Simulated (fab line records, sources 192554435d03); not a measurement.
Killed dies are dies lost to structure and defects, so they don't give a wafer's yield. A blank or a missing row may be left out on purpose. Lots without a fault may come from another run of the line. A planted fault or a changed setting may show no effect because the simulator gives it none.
Split-lot experiment | flow n5_finfet | 7 lots, 21 wafers read, on a route of 1938 steps

THE SPLIT
At N5_BEOL_M2_TRENCH_ETCH_37 (etches SiOC in C4F6/O2, target depth 55.555 nm, time 29.2 s), the setting time_s was moved away from the recipe's 29.2 s on 12 of the 21 wafers read, by -20.6% to +20.5%. The other wafers ran this setting at the recipe's value.

FROM THE SPLIT TO THE READING: what the file shows between them, 13 steps
- N5_BEOL_M2_ETCH_41: etches SiCN in CH3F/O2, target depth 29.9 nm, time 52.5 s
- N5_BEOL_M2_STRIP_97: strips in N2/H2, time 10 s
- N5_BEOL_M2_OCD_MEAS_38
- N5_BEOL_M2_HM_STRIP_39: strips TiN in peroxide tin strip, target depth 25 nm, time 158 s
- N5_BEOL_M2_SRD_40: time 30 s
- N5_BEOL_M2_ECD_50: material Cu, target thk 300 nm
- N5_BEOL_M2_ANNEAL_51: time 90 s
- N5_BEOL_M2_CMP_52: polishes, stops on SiOC, t overpolish 6.8 s, target thk 40 nm
- N5_BEOL_M2_THK_MEAS_53: measures by xrf
- N5_BEOL_M2_PRE_CLEAN_60: time 15 s
- N5_BEOL_M2_CO_CAP_55: material Co, precursor CCTBA/H2, target thk 2 nm, time 102.1 s
- N5_BEOL_M2_PRE_CLEAN_56: time 15 s
- N5_BEOL_M2_DEP_57: deposits SiCN from 3MS/NH3, target thk 8 nm, time 14 s

THE READING
M2_RS, in ohm/sq, at N5_BEOL_M2_RS_MEAS_58 (measures by four-point-probe). Fault-free wafers of this fab line usually give 0.68 ohm/sq, standard deviation 0.033 ohm/sq.

wafer  | tool, chamber at the split | time_s as run, s | against the recipe | M2_RS, ohm/sq | against lot-mates on the recipe
L076.1 | rie_diel-04, 0             | 29.2             | recipe             | 0.67          | -
L076.4 | rie_diel-04, 2             | 35.18            | +20.5%             | 0.46          | -0.21
L076.6 | rie_diel-04, 3             | 35.18            | +20.5%             | 0.48          | -0.19
L079.2 | rie_diel-03, 3             | 23.84            | -18.4%             | 0.95          | +0.27
L079.3 | rie_diel-03, 0             | 23.84            | -18.4%             | 0.95          | +0.27
L079.6 | rie_diel-03, 3             | 29.2             | recipe             | 0.68          | -
L081.3 | rie_diel-03, 1             | 29.2             | recipe             | 0.65          | -
L081.4 | rie_diel-03, 2             | 29.2             | recipe             | 0.70          | -
L081.5 | rie_diel-03, 0             | 23.18            | -20.6%             | 1.07          | +0.40
L083.1 | rie_diel-04, 0             | 29.2             | recipe             | 0.68          | -
L083.3 | rie_diel-04, 1             | 25.75            | -11.8%             | 0.84          | +0.16
L083.6 | rie_diel-04, 1             | 25.75            | -11.8%             | 0.83          | +0.15
L086.1 | rie_diel-03, 2             | 29.2             | recipe             | 0.72          | -
L086.2 | rie_diel-03, 3             | 25.41            | -13.0%             | 0.86          | +0.14
L086.3 | rie_diel-03, 1             | 25.41            | -13.0%             | 0.85          | +0.13
L088.4 | rie_diel-04, 3             | 29.2             | recipe             | 0.64          | -
L088.5 | rie_diel-04, 0             | 29.2             | recipe             | 0.64          | -
L088.6 | rie_diel-04, 3             | 29.2             | recipe             | 0.65          | -
L089.1 | rie_diel-03, 1             | 33.99            | +16.4%             | 0.50          | no lot-mate on the recipe
L089.2 | rie_diel-03, 3             | 33.99            | +16.4%             | 0.50          | no lot-mate on the recipe
L089.6 | rie_diel-03, 1             | 33.99            | +16.4%             | 0.51          | no lot-mate on the recipe

THE FIT
A straight line over all 21 wafers: M2_RS changes by -0.0128 ohm/sq for each +1% of time_s; r = -0.97; the points scatter about the line by 0.039 ohm/sq.
The same after taking each lot's own level away (the mean of its wafers on the recipe; 18 wafers): -0.0127 ohm/sq for each +1%; r = -0.97; scatter 0.041 ohm/sq.
On that fit, the largest move of time_s shifts the reading by 0.26 ohm/sq.
The lots' own levels span 0.643 to 0.720 ohm/sq, that is 2.3 times the standard deviation above.
So the lot-to-lot level changes the slope little: the two slopes agree.
Check: with one of the wafers moved furthest among these (-20.6%) left out of the fit, the line predicts +0.251 ohm/sq for it against its lot-mates. It came out at +0.395 ohm/sq against them.

OTHER SPLITS ON THESE WAFERS
These wafers also went through other splits before the reading. Each is held against what the fit with the lots' levels taken away leaves over:
other split on the same wafers | wafers away from the commonest value | r with M2_RS (lot level and that fit taken away)
N5_BEOL_M0_ETCH_109 bias_w     | 4                                    | -0.15
N5_BEOL_M1_ETCH_70 time_s      | 4                                    | +0.20
N5_BEOL_M1_VIA_ETCH_34 bias_w  | 8                                    | +0.23
N5_BEOL_M2_ETCH_70 time_s      | 9                                    | -0.28

THE WHOLE CHAIN: every reading that the file lists as answering this split, in the file's order
step                      | what it does                                                  | reading                                                                      | change (the file's fit)               | r (the file's)
N5_BEOL_M2_TRENCH_ETCH_37 | etches SiOC in C4F6/O2, target depth 55.555 nm, time 29.2 s   | etch.depth_nm (the simulator's own value, which no gauge read)               | +0.557 nm for each +1% of the setting | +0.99
N5_BEOL_M2_TRENCH_ETCH_37 | etches SiOC in C4F6/O2, target depth 55.555 nm, time 29.2 s   | BEOL_M2.feature_depth_nm (the simulator's own value, which no gauge read)    | +0.555 nm for each +1% of the setting | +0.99
N5_BEOL_M2_OCD_MEAS_38    |                                                               | trench_depth_nm                                                              | +0.57 nm for each +1% of the setting  | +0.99
N5_BEOL_M2_CMP_52         | polishes, stops on SiOC, t overpolish 6.8 s, target thk 40 nm | Cu_of_BEOL_M2_ECD_50.thk_nm (the simulator's own value, which no gauge read) | +0.542 nm for each +1% of the setting | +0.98
N5_BEOL_M2_THK_MEAS_53    | measures by xrf                                               | M2_THK                                                                       | +0.547 for each +1% of the setting    | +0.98
N5_BEOL_M2_RS_MEAS_58     | measures by four-point-probe                                  | M2_RS                                                                        | -0.0141 for each +1% of the setting   | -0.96

THE FILE'S OWN FIT
M2_RS changes by -0.0141 ohm/sq for each +1% of time_s, r = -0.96.
